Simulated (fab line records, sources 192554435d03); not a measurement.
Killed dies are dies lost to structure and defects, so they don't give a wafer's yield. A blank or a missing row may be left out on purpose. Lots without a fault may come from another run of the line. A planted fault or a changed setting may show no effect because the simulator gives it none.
Split-lot experiment | flow n5_finfet | 7 lots, 39 wafers read, on a route of 1938 steps

THE SPLIT
At N5_FIN_SAQP_SPACER1_ALD_24 (deposits SiO2, target thk 20.3 nm, pulse time 1 s, purge time 2 s), the setting temp_c was moved away from the recipe's 300 C on 18 of the 39 wafers read, by -4.6% to +4.3%. The other wafers ran this setting at the recipe's value.

FROM THE SPLIT TO THE READING: what the file shows between them, 1 step
- N5_FIN_SAQP_SPACER1_ETCHBACK_25: etches SiO2 in CHF3/O2, target depth 24.4 nm, time 12.2 s

THE READING
FIN_SAQP.cd_nm (the simulator's own value, which no gauge read), in nm, at N5_FIN_SAQP_MANDREL1_REMOVE_56 (chemistry HBr/Cl2/O2, target a-Si, stops on SiNx, bt time 10 s). The file gives no usual value for it. The 21 wafers here that ran the recipe average 20.4 nm, standard deviation 0.093 nm.

wafer  | tool, chamber at the split | temp_c as run, C | against the recipe | FIN_SAQP.cd_nm, nm | against lot-mates on the recipe
L076.1 | ald_sin-03, 3,0,1          | 312.9            | +4.3%              | 20                 | -0.4
L076.2 | ald_sin-03, 3,0,1          | 312.9            | +4.3%              | 20                 | -0.4
L076.4 | ald_sin-03, 3,0,1          | 312.9            | +4.3%              | 20                 | -0.4
L076.3 | ald_sin-03, 2              | 300              | recipe             | 20.4               | -
L076.5 | ald_sin-03, 2,3            | 300              | recipe             | 20.4               | -
L076.6 | ald_sin-03, 2,3            | 300              | recipe             | 20.4               | -
L079.3 | ald_sin-04, 1,0,1          | 300              | recipe             | 20.4               | -
L079.6 | ald_sin-04, 1,0,1          | 300              | recipe             | 20.4               | -
L079.5 | ald_sin-04, 1,0,1          | 300              | recipe             | 20.2               | -
L081.1 | ald_sin-03, 3,0,1          | 300              | recipe             | 20.4               | -
L081.2 | ald_sin-03, 3,0,1          | 300              | recipe             | 20.4               | -
L081.3 | ald_sin-03, 3,0,1          | 300              | recipe             | 20.4               | -
L081.4 | ald_sin-03, 2              | 312.8            | +4.3%              | 20                 | -0.4
L081.5 | ald_sin-03, 1,0            | 312.8            | +4.3%              | 20                 | -0.4
L081.6 | ald_sin-03, 1,0            | 312.8            | +4.3%              | 20                 | -0.4
L085.1 | ald_sin-04, 2,3            | 300              | recipe             | 20.2               | -
L085.4 | ald_sin-04, 0              | 300              | recipe             | 20.2               | -
L085.2 | ald_sin-04, 1,2,1          | 304.5            | +1.5%              | 20.2               | -0.1
L085.5 | ald_sin-04, 1,2,1          | 304.5            | +1.5%              | 20.2               | -0.1
L085.3 | ald_sin-04, 2,3            | 300              | recipe             | 20.4               | -
L085.6 | ald_sin-04, 1,2,1          | 304.5            | +1.5%              | 20.4               | +0.1
L087.1 | ald_sin-02, 3,0,3          | 300              | recipe             | 20.4               | -
L087.4 | ald_sin-02, 3,0,3          | 300              | recipe             | 20.4               | -
L087.6 | ald_sin-02, 3,0,3          | 300              | recipe             | 20.4               | -
L087.2 | ald_sin-02, 0,2,2          | 303.7            | +1.2%              | 20.2               | -0.2
L087.3 | ald_sin-02, 0,2,2          | 303.7            | +1.2%              | 20.2               | -0.2
L087.5 | ald_sin-02, 0,2,2          | 303.7            | +1.2%              | 20.2               | -0.2
L093.1 | ald_sin-02, 3,0            | 309.6            | +3.2%              | 20.2               | -0.2
L093.2 | ald_sin-02, 1              | 309.6            | +3.2%              | 20.2               | -0.2
L093.5 | ald_sin-02, 3,0            | 309.6            | +3.2%              | 20.2               | -0.2
L093.3 | ald_sin-02, 0,2,1          | 300              | recipe             | 20.4               | -
L093.4 | ald_sin-02, 0,2,1          | 300              | recipe             | 20.4               | -
L093.6 | ald_sin-02, 0,2,1          | 300              | recipe             | 20.4               | -
L097.1 | ald_sin-03, 3,1            | 300              | recipe             | 20.6               | -
L097.2 | ald_sin-03, 1,0            | 286.1            | -4.6%              | 21.4               | +1.0
L097.3 | ald_sin-03, 0              | 300              | recipe             | 20.2               | -
L097.4 | ald_sin-03, 3,1            | 300              | recipe             | 20.4               | -
L097.5 | ald_sin-03, 1,0            | 286.1            | -4.6%              | 21.2               | +0.8
L097.6 | ald_sin-03, 3              | 286.1            | -4.6%              | 21.2               | +0.8
Where a row lists several chambers, the file gives one row for several wafers and doesn't say which wafer went through which chamber.

THE FIT
A straight line over all 39 wafers: FIN_SAQP.cd_nm changes by -0.124 nm for each +1% of temp_c; r = -0.90; the points scatter about the line by 0.13 nm.
The same after taking each lot's own level away (the mean of its wafers on the recipe; 39 wafers): -0.125 nm for each +1%; r = -0.91; scatter 0.13 nm.
On that fit, the largest move of temp_c shifts the reading by 0.58 nm.
The lots' own levels span 20.27 to 20.40 nm, that is 1.4 times the standard deviation above.
So the lot-to-lot level changes the slope little: the two slopes agree.
Check: with one of the wafers moved furthest among these (-4.6%) left out of the fit, the line predicts +0.573 nm for it against its lot-mates. It came out at +1 nm against them.

THE WHOLE CHAIN: every reading that the file lists as answering this split, in the file's order
step                           | what it does                                                      | reading                                                                                 | change (the file's fit)               | r (the file's)
N5_FIN_SAQP_SPACER1_ALD_24     | deposits SiO2, target thk 20.3 nm, pulse time 1 s, purge time 2 s | SiO2_of_FIN_SAQP_SPACER1_ALD_24.thk_nm (the simulator's own value, which no gauge read) | -0.128 nm for each +1% of the setting | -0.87
N5_FIN_SAQP_MANDREL1_REMOVE_56 | chemistry HBr/Cl2/O2, target a-Si, stops on SiNx, bt time 10 s    | FIN_SAQP.cd_nm (the simulator's own value, which no gauge read)                         | -0.115 nm for each +1% of the setting | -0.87

THE FILE'S OWN FIT
FIN_SAQP.cd_nm changes by -0.115 nm for each +1% of temp_c, r = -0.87.
